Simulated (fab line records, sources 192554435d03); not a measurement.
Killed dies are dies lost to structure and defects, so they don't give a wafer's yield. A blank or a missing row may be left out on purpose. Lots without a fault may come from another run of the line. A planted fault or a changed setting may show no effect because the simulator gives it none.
Split-lot experiment | flow n5_finfet | 7 lots, 21 wafers read, on a route of 1938 steps

THE SPLIT
At N5_BEOL_M4_EXPOSE_08 (exposes mask M4), the setting dose_mj was moved away from the recipe's 41.25 on 2 of the 21 wafers read, by -6.2% to +4.3%. The other wafers ran this setting at the recipe's value.

FROM THE SPLIT TO THE READING: what the file shows between them, 2 steps
- N5_BEOL_M4_PEB_09: peb time 60 s
- N5_BEOL_M4_DEVELOP_10: develop time 30 s

THE READING
cd_nm, in nm, at N5_BEOL_M4_CD_MEAS_11 (target cd 16.79 nm). Fault-free wafers of this fab line usually give 16.79 nm, standard deviation 0.22 nm.

wafer  | tool, chamber at the split | dose_mj as run | against the recipe | cd_nm, nm | against lot-mates on the recipe
L074.2 | euv_scanner-01, 0          | 41.25          | recipe             | 16.93     | -
L074.4 | euv_scanner-01, 0          | 41.25          | recipe             | 16.60     | -
L074.6 | euv_scanner-01, 0          | 41.25          | recipe             | 16.79     | -
L076.1 | euv_scanner-02, 0          | 41.25          | recipe             | 16.82     | -
L076.2 | euv_scanner-02, 0          | 41.25          | recipe             | 16.68     | -
L076.4 | euv_scanner-02, 0          | 41.25          | recipe             | 16.97     | -
L077.1 | euv_scanner-01, 0          | 41.25          | recipe             | 16.63     | -
L077.2 | euv_scanner-01, 0          | 41.25          | recipe             | 16.43     | -
L077.6 | euv_scanner-01, 0          | 41.25          | recipe             | 16.77     | -
L085.1 | euv_scanner-01, 0          | 41.25          | recipe             | 16.70     | -
L085.5 | euv_scanner-01, 0          | 43.02          | +4.3%              | 17.29     | +0.67
L085.6 | euv_scanner-01, 0          | 41.25          | recipe             | 16.53     | -
L089.1 | euv_scanner-01, 0          | 41.25          | recipe             | 16.63     | -
L089.3 | euv_scanner-01, 0          | 41.25          | recipe             | 16.71     | -
L089.6 | euv_scanner-01, 0          | 41.25          | recipe             | 16.35     | -
L095.1 | euv_scanner-02, 0          | 41.25          | recipe             | 16.91     | -
L095.2 | euv_scanner-02, 0          | 41.25          | recipe             | 17.01     | -
L095.6 | euv_scanner-02, 0          | 41.25          | recipe             | 16.95     | -
L096.1 | euv_scanner-02, 0          | 38.71          | -6.2%              | 15.41     | -1.43
L096.4 | euv_scanner-02, 0          | 41.25          | recipe             | 16.72     | -
L096.5 | euv_scanner-02, 0          | 41.25          | recipe             | 16.97     | -

THE FIT
A straight line over all 21 wafers: cd_nm changes by +0.187 nm for each +1% of dose_mj; r = +0.85; the points scatter about the line by 0.2 nm.
The same after taking each lot's own level away (the mean of its wafers on the recipe; 21 wafers): +0.208 nm for each +1%; r = +0.94; scatter 0.13 nm.
On that fit, the largest move of dose_mj shifts the reading by 1.3 nm.
The lots' own levels span 16.563 to 16.957 nm, that is 1.8 times the standard deviation above.
So the lot-to-lot level changes the slope: the two fits differ.
Check: with one of the wafers moved furthest among these (-6.2%) left out of the fit, the line predicts -0.969 nm for it against its lot-mates. It came out at -1.43 nm against them.

OTHER SPLITS ON THESE WAFERS
These wafers also went through other splits before the reading. Each is held against what the fit with the lots' levels taken away leaves over:
other split on the same wafers   | wafers away from the commonest value | r with cd_nm (lot level and that fit taken away)
N5_BEOL_M2_EXPOSE_08 dose_mj     | 10                                   | +0.21
N5_BEOL_M2_EXPOSE_25 dose_mj     | 5                                    | -0.31
N5_BEOL_M2_ETCH_70 source_w      | 4                                    | +0.06
N5_BEOL_M3_TRENCH_ETCH_37 bias_w | 2                                    | -0.33

THE WHOLE CHAIN: every reading that the file lists as answering this split, in the file's order
step                  | what it does                                                | reading                                                               | change (the file's fit)               | r (the file's)
N5_BEOL_M4_CD_MEAS_11 | target cd 16.79 nm                                          | cd_nm                                                                 | +0.208 nm for each +1% of the setting | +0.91
N5_BEOL_M4_ETCH_74    | etches underlayer in N2/H2, target depth 6.5 nm, time 5.2 s | BEOL_M4.cd_offset_nm (the simulator's own value, which no gauge read) | +0.203 nm for each +1% of the setting | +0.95
N5_BEOL_M4_ETCH_63    | etches SiARC in CF4, target depth 15.6 nm, time 26 s        | BEOL_M4.cd_offset_nm (the simulator's own value, which no gauge read) | +0.229 nm for each +1% of the setting | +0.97

THE FILE'S OWN FIT
cd_nm changes by +0.208 nm for each +1% of dose_mj, r = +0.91.
